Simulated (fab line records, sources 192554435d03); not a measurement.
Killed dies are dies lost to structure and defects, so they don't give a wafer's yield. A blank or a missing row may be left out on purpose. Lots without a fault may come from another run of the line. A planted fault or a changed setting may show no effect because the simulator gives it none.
fab line records | flow n5_finfet
record lots=6 wafers=18 last_day=16
route steps=1938 shown BEOL_M15@1811 PASSIVATION@1936
lots that met no fault: from a run of the same line without faults
start_h: hours from the record's first day to the start of the lot's first wafer shown | wait_h: hours since the lot's step before | " the same as in the row above | L1.1+2: a row that stands for several wafers | - no value, or no start given | * or withheld: withheld | < > ~ a bound
route shown NAME@n: a module of which the file shows steps, and the number in the route of the first | usual: mean/standard deviation of fault-free wafers | same: alike in all rows | chamber/n: place in a boat | sites: the reading at each site | _std_site: their standard deviation | _edge_site: outer sites' mean less inner sites' | radius_mm: how far each site lies from the wafer's centre | mask NAME#n: copy n | behind: the tool/chamber that last shaped the wafer | hold: why the lot was held/for how many hours/how that ended | device: the transistor (n, p or np) that didn't switch | end of line: the same wafers' tests at the end of the route | a step without rows: its recipe alone | killed: dies lost to structure and defects at the first sort, not the wafer's yield | map: a wafer's dies, x killed, . not, _ none there
set.NAME: the setting as run; set.NAME@STEP: as run at that earlier step | model.NAME: the simulator's own value behind a step, which no gauge read
lots at some steps of the route; a table a step, a row a wafer
services: from which hour (start_h, from the record's first day; less than 0 if before it) a tool's chamber was out of use, for how many hours, and why
## steps
# step N5_BEOL_M15_STRIP_36
# recipe chemistry=O2 power_w=600 temp_c=60 pressure_mtorr=30 rf_frequency_hz=6e+07 bias_power_w=0 overash_fraction=0.3 o2_flow_sccm=225
# step N5_BEOL_M15_STRIP_62
# recipe chemistry=O2 power_w=600 temp_c=60 pressure_mtorr=30 rf_frequency_hz=6e+07 bias_power_w=0 overash_fraction=0.3 o2_flow_sccm=225
# step N5_BEOL_M15_STRIP_37
# recipe chemistry=O2 power_w=600 temp_c=60 pressure_mtorr=30 rf_frequency_hz=6e+07 bias_power_w=0 overash_fraction=0.3 o2_flow_sccm=225
# usual drypump_motor_current_A=5.5/0.4 oes_product_au=0.77/0.087 rf_vpp_V=3.7/0.68 showerhead_plenum_p_Torr=2.05/0.071 throttle_valve_pct=16.80/0.23
# same overash_fraction=0.3
# columns lot.wafer tool chamber start_h wait_h drypump_motor_current_A oes_product_au rf_hours_counter_h rf_vpp_V showerhead_plenum_p_Torr throttle_valve_pct
L764.1 rie_diel-03 2 - - 5.1 0.70 199 3.4 2.17 16.91
L764.2 " 3 " " 5.7 0.72 178 3.6 1.99 17.03
L764.3 " 1 " " 5.6 0.71 215 4.5 2.08 16.77
L768.1 rie_diel-04 1 - - 5.5 0.89 39 3.2 2.14 16.91
L768.3 " 2 " " 4.8 0.86 69 4.5 2.04 16.51
L768.4 " 0 " " 6.0 0.77 160 3.0 1.99 16.70
L775.1 rie_diel-03 0 - - 5.7 0.72 193 3.8 1.93 16.93
L775.2 " 3 " " 5.7 0.71 214 4.2 1.98 17.11
L775.4 " 1 " " 5.6 0.69 250 2.4 2.07 16.79
L776.4 rie_diel-04 0 - - 6.1 0.73 - 3.3 1.99 16.74
L776.5 " 1 " " 5.5 0.86 - 3.1 2.13 16.99
L776.6 " 2 " " 4.9 0.82 - 3.2 2.04 16.55
L777.2 rie_diel-04 1 - - 5.5 0.86 65 3.5 2.13 16.98
L777.4 " 2 " " 4.8 0.82 - 3.1 2.04 16.57
L777.5 " 1 " " 5.5 0.86 - 3.3 2.13 16.99
L778.1 rie_diel-06 3 - - 5.0 0.91 41 3.4 2.14 16.41
L778.4 " 0 " " 6.4 0.78 111 4.0 2.09 16.38
L778.5 " 1 " " 5.8 0.74 - 3.9 2.02 17.06
# step N5_BEOL_M15_ETCH_38
# recipe chemistry=CF4/N2 target=SiCN target_depth_a=1064 taper_deg=2 time_s=120.5 ion_energy_ev=150 mask_material=SiO2 pressure_mtorr=40 source_w=430 bias_w=70 Ar_flow_sccm=100 cf4_flow_sccm=60 n2_flow_sccm=60
# usual drypump_motor_current_A=5.5/0.4 oes_product_au=0.77/0.087 rf_vpp_V=381.0/2.1 showerhead_plenum_p_Torr=2.15/0.072 throttle_valve_pct=15.57/0.24
# columns lot.wafer tool chamber start_h wait_h drypump_motor_current_A oes_product_au rf_hours_counter_h rf_vpp_V showerhead_plenum_p_Torr throttle_valve_pct
L764.1 rie_diel-03 2 - - 5.2 0.70 199 385.5 2.29 15.73
L764.2 " 3 " " 5.7 0.73 178 380.4 2.11 15.86
L764.3 " 1 " " 5.6 0.70 215 381.5 2.17 15.41
L768.1 rie_diel-04 1 - - 5.5 0.90 39 383.6 2.24 15.61
L768.3 " 2 " " 4.8 0.83 69 380.7 2.15 15.27
L768.4 " 0 " " 6.0 0.77 160 378.6 2.11 15.55
L775.1 rie_diel-03 0 - - 5.7 0.71 193 377.2 2.02 15.61
L775.2 " 3 " " 5.7 0.71 214 379.3 2.10 15.93
L775.4 " 1 " " 5.6 0.67 250 383.8 2.16 15.48
L776.4 rie_diel-04 0 - - 6.0 0.76 - 379.4 2.11 15.59
L776.5 " 1 " " 5.5 0.87 - 382.6 2.23 15.69
L776.6 " 2 " " 4.8 0.82 - 379.0 2.14 15.32
L777.2 rie_diel-04 1 - - 5.5 0.86 65 384.4 2.23 15.68
L777.4 " 2 " " 4.9 0.81 - 380.7 2.14 15.31
L777.5 " 1 " " 5.5 0.87 - 383.2 2.23 15.67
L778.1 rie_diel-06 3 - - 5.0 0.89 41 383.4 2.24 15.12
L778.4 " 0 " " 6.4 0.76 112 383.4 2.21 15.25
L778.5 " 1 " " 5.8 0.75 - 381.9 2.12 15.80
# step N5_BEOL_M15_PRECLEAN_39
# recipe chemistry=residue_remover time_s=60 temp_c=40
# step N5_BEOL_M15_SRD_40
# recipe time_s=30 temp_c=23 rinse_liquid=diw dry=n2_spin spin_rpm=1500 dry_time_s=30
# step N5_BEOL_M15_DEGAS_41
# recipe ambient=vacuum temp_c=300 time_s=60
# usual heater_power_w=464/68
# columns lot.wafer tool chamber start_h wait_h heater_power_w
L764.1 pvd_sputter-03 - 261.66 1.2 501
L764.2 " - " " 492
L764.3 " - " " 410
L768.1 pvd_sputter-02 - 292.79 0.0 484
L768.3 " - " " 609
L768.4 " - " " 608
L775.1 pvd_sputter-02 - 344.04 0.6 467
L775.2 " - " " 491
L775.4 " - " " 601
L776.4 pvd_sputter-02 - 344.36 0.8 593
L776.5 " - " " 489
L776.6 " - " " 614
L777.2 pvd_sputter-01 - 349.61 0.2 532
L777.4 " - " " 387
L777.5 " - " " 445
L778.1 pvd_sputter-01 - 359.91 0.5 451
L778.4 " - " " 542
L778.5 " - " " 535
# step N5_BEOL_M15_PRE_CLEAN_42
# recipe gas=H2/He time_s=30 temp_c=300
# step N5_BEOL_M15_SPUTTER_43
# recipe material=TaN target_thk_a=150 temp_c=50 bias_v=168.6 power_w=15000 chamber_pressure_pa=0.12 time_s=24.19
# step N5_BEOL_M15_SPUTTER_44
# recipe material=Ta target_thk_a=150 temp_c=50 bias_v=80 power_w=15000 chamber_pressure_pa=0.07 time_s=24.19
# usual throttle_valve_pct=29.7/1.1
# columns lot.wafer tool chamber start_h wait_h throttle_valve_pct
L764.1 pvd_sputter-03 - 261.82 0.0 28.6
L764.2 " - " " 30.2
L764.3 " - " " 30.2
L768.1 pvd_sputter-02 - 292.95 0.0 31.0
L768.3 " - " " 30.9
L768.4 " - " " 29.9
L775.1 pvd_sputter-02 - 344.20 0.0 30.8
L775.2 " - " " 30.4
L775.4 " - " " 29.4
L776.4 pvd_sputter-02 - 344.52 0.0 30.9
L776.5 " - " " 30.8
L776.6 " - " " 29.9
L777.2 pvd_sputter-01 - 349.77 0.0 30.6
L777.4 " - " " 30.6
L777.5 " - " " 28.2
L778.1 pvd_sputter-01 - 360.07 0.0 28.0
L778.4 " - " " 30.3
L778.5 " - " " 30.6
# step N5_BEOL_M15_SPUTTER_45
# recipe material=Cu target_thk_a=1000 temp_c=-20 bias_v=60 power_w=26000 chamber_pressure_pa=0.13 time_s=16.67
# usual throttle_valve_pct=29.7/1.1
# columns lot.wafer tool chamber start_h wait_h throttle_valve_pct
L764.1 pvd_sputter-03 - 261.90 0.0 29.0
L764.2 " - " " 30.4
L764.3 " - " " 30.3
L768.1 pvd_sputter-02 - 293.03 0.0 31.0
L768.3 " - " " 31.1
L768.4 " - " " 29.8
L775.1 pvd_sputter-02 - 344.28 0.0 30.9
L775.2 " - " " 30.7
L775.4 " - " " 29.9
L776.4 pvd_sputter-02 - 344.60 0.0 31.1
L776.5 " - " " 30.5
L776.6 " - " " 29.8
L777.2 pvd_sputter-01 - 349.85 0.0 30.5
L777.4 " - " " 30.6
L777.5 " - " " 28.2
L778.1 pvd_sputter-01 - 360.15 0.0 27.9
L778.4 " - " " 30.8
L778.5 " - " " 30.5
# step N5_BEOL_M15_ECD_47
# recipe material=Cu target_thk_a=18600
# step N5_BEOL_M15_ANNEAL_48
# recipe temp_c=225 time_s=90 ambient=N2
# usual wafer_temp_C_max=226.0/0.48
# columns lot.wafer tool chamber start_h wait_h wafer_temp_C_max
L764.1 rtp_anneal-02 0 262.26 0.2 226.5
L764.2 " 0 " " 227.2
L764.3 " 0 " " 226.3
L768.1 rtp_anneal-01 0 293.39 0.2 225.4
L768.3 " 0 " " 225.7
L768.4 " 0 " " 225.5
L775.1 rtp_anneal-02 0 344.64 0.2 228.6
L775.2 " 0 " " 228.4
L775.4 " 0 " " 228.7
L776.4 rtp_anneal-02 0 345.11 0.3 228.8
L776.5 " 0 " " 228.6
L776.6 " 0 " " 228.7
L777.2 rtp_anneal-01 0 350.43 0.4 226.0
L777.4 " 0 " " 225.9
L777.5 " 0 " " 226.1
L778.1 rtp_anneal-01 0 360.51 0.2 225.6
L778.4 " 0 " " 225.6
L778.5 " 0 " " 225.5
# step N5_BEOL_M15_CMP_49
# recipe stop_on=SiO2 t_overpolish_s=4.9 down_force_psi=2 platen_rpm=80 clearing_platen_down_force_psi=2 clearing_platen_rpm=80 post_cmp_clean=cu_alkaline target_thk_nm=850 clearing_platen_pad_velocity_m_s=1.5917 pad_velocity_m_s=1.5917
# step N5_PASSIVATION_PROBE_49
# usual defect_limited_yield=91.0/1.5 killed_at_M0_to_M3=35/12 killed_at_M4_up=15/5.8 killed_at_contacts=14/7.2 killed_at_front_end=40/10 killed_at_other=3/3 killed_dies=106/18 killed_open=68/14 killed_short=35/7.2 sort_bin_5_function=5.2/0.96 sort_bin_6_memory=3.3/0.69 sort_n_pass=1074/18 sort_yield_pct=91.0/1.5
# same gross_dies=1180 killed_at_back_side=0 sort_bin_4_leakage[%]=0 sort_bin_8_speed[%]=0
# columns lot.wafer tool chamber start_h wait_h defect_limited_yield[%] killed_at_M0_to_M3 killed_at_M4_up killed_at_contacts killed_at_front_end killed_at_other killed_dies killed_open killed_short sort_bin_5_function[%] sort_bin_6_memory[%] sort_n_pass sort_yield_pct[%]
L768.1 prober-01 - 308.26 0.0 87.1 52 16 18 65 1 152 92 50 7.9 3.9 1028 87.1
L768.3 prober-01 - 308.36 0.1 90.2 47 13 22 31 3 116 77 36 5.8 3.8 1064 90.2
L768.4 prober-01 - 308.41 0.2 90.8 49 7 18 32 2 108 64 42 5.9 2.9 1072 90.8
L775.1 prober-02 - 360.28 0.6 90.8 43 12 10 44 0 109 63 43 5.8 3.5 1071 90.8
L775.2 prober-02 - 360.33 0.6 89.2 60 27 6 32 3 128 81 43 6.6 3.7 1052 89.2
L775.4 prober-02 - 360.43 0.7 87.5 64 10 18 55 0 147 102 39 6.4 5.3 1033 87.5
L777.2 prober-02 - 365.15 0.6 90.6 38 16 17 37 3 111 67 36 4.9 3.9 1069 90.6
L777.4 prober-02 - 365.25 0.7 91.0 48 17 6 35 0 106 76 30 5.8 3.1 1074 91.0
L777.5 prober-02 - 365.30 0.7 91.2 47 15 4 29 9 104 55 44 4.8 3.4 1076 91.2
# killed by level:class
L768.1 FIN_SAQP:geometric_particle:short=17 MOL_CONTACT_COAG:geometric_particle:open=17 BEOL_M2:geometric_particle:open=15 STI_FIN_REVEAL:geometric_particle:open=11 BEOL_M1:geometric_particle:open=11 BEOL_M0_SAQP:geometric_particle:short=10 HKMG_FIN:area_etch=8 GATE_CUT:geometric_particle:short=7
L768.3 MOL_CONTACT_COAG:geometric_particle:open=18 BEOL_M2:geometric_particle:open=15 BEOL_M1:geometric_particle:open=10 BEOL_M0_SAQP:geometric_particle:short=7 BEOL_M4:geometric_particle:open=5 STARTING-WAFER:geometric_particle:open=5 FIN_SAQP:geometric_particle:short=4 STI_FIN_REVEAL:geometric_particle:open=4
L768.4 MOL_CONTACT_COAG:geometric_particle:open=15 FIN_SAQP:geometric_particle:open=11 BEOL_M0_SAQP:geometric_particle:short=10 BEOL_M2:geometric_particle:open=10 FIN_SAQP:geometric_particle:short=9 BEOL_M0_SAQP:geometric_particle:open=8 BEOL_M3:geometric_particle:open=7 BEOL_M2:geometric_particle:short=6
L775.1 GATE_CUT:geometric_particle:short=11 BEOL_M0_SAQP:geometric_particle:short=10 FIN_SAQP:geometric_particle:open=8 MOL_CONTACT_COAG:geometric_particle:open=8 BEOL_M1:geometric_particle:open=8 BEOL_M0_SAQP:geometric_particle:open=7 FIN_SAQP:geometric_particle:short=6 BEOL_M4:geometric_particle:open=6
L775.2 BEOL_M4:geometric_particle:open=10 BEOL_M1:geometric_particle:open=9 BEOL_M2:geometric_particle:open=9 BEOL_M3:geometric_particle:open=8 FIN_SAQP:geometric_particle:open=7 FIN_SAQP:geometric_particle:short=6 BEOL_M0_SAQP:geometric_particle:open=6 BEOL_M0:geometric_particle:short=6
L775.4 FIN_SAQP:geometric_particle:open=24 BEOL_M1:geometric_particle:open=16 MOL_CONTACT_COAG:geometric_particle:open=13 BEOL_M0_SAQP:geometric_particle:open=12 BEOL_M2:geometric_particle:open=12 FIN_SAQP:geometric_particle:short=11 BEOL_M0:geometric_particle:open=7 STI_FIN_REVEAL:geometric_particle:open=7
L777.2 BEOL_M2:geometric_particle:open=15 FIN_SAQP:geometric_particle:short=10 MOL_CONTACT_COAG:geometric_particle:open=10 FIN_SAQP:geometric_particle:open=9 BEOL_M4:geometric_particle:open=8 BEOL_M3:geometric_particle:open=7 MOL_CONTACT_COAG:geometric_particle:short=6 HKMG_FIN:area_etch=6
L777.4 BEOL_M0_SAQP:geometric_particle:open=13 BEOL_M4:geometric_particle:open=11 BEOL_M3:geometric_particle:open=9 BEOL_M0_SAQP:geometric_particle:short=7 BEOL_M2:geometric_particle:open=7 FIN_SAQP:geometric_particle:open=5 ILD0:geometric_particle:open=5 MOL_CONTACT_COAG:geometric_particle:open=5
L777.5 BEOL_M0_SAQP:geometric_particle:short=13 BEOL_M0_SAQP:geometric_particle:open=13 BEOL_M2:geometric_particle:open=10 FIN_SAQP:geometric_particle:short=8 BEOL_M4:geometric_particle:open=7 BEOL_M3:geometric_particle:open=5 FIN_SAQP:geometric_particle:open=4 GATE_CUT:geometric_particle:short=4
## services
# columns tool chamber start_h hours kind
rie_diel-06 3 270.89 5.3 repair
rie_diel-06 2 275.62 3.6 repair
rie_diel-04 3 337.03 - clean
rie_diel-04 3 337.03 - consumable_replace:focus_ring
rie_diel-04 3 337.03 21.8 scheduled_down
rie_diel-04 3 337.03 21.8 vent_cycle
rie_diel-03 1 343.93 - clean
rie_diel-03 1 343.93 - consumable_replace:focus_ring
rie_diel-03 1 343.93 22.8 scheduled_down
rie_diel-03 1 343.93 22.8 vent_cycle
rie_diel-06 2 345.85 4.4 repair
## key
first_sign step=N5_BEOL_M15_ANNEAL_48 reading=wafer_temp_C_max direction=up sigmas=5.5 usual=* struck=*
effect none on later readings
met_at N5_BEOL_M15_ANNEAL_48
struck_wafers L775.1,L775.2,L775.4,L776.4,L776.5,L776.6
fault kind=process_parameter_drift tool=rtp_anneal-02 chamber=- onset_h=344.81 steps=N5_BEOL_M15_ANNEAL_48 channel=temp_c offset=* shape=step end_h=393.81 acts_in=* stated=*
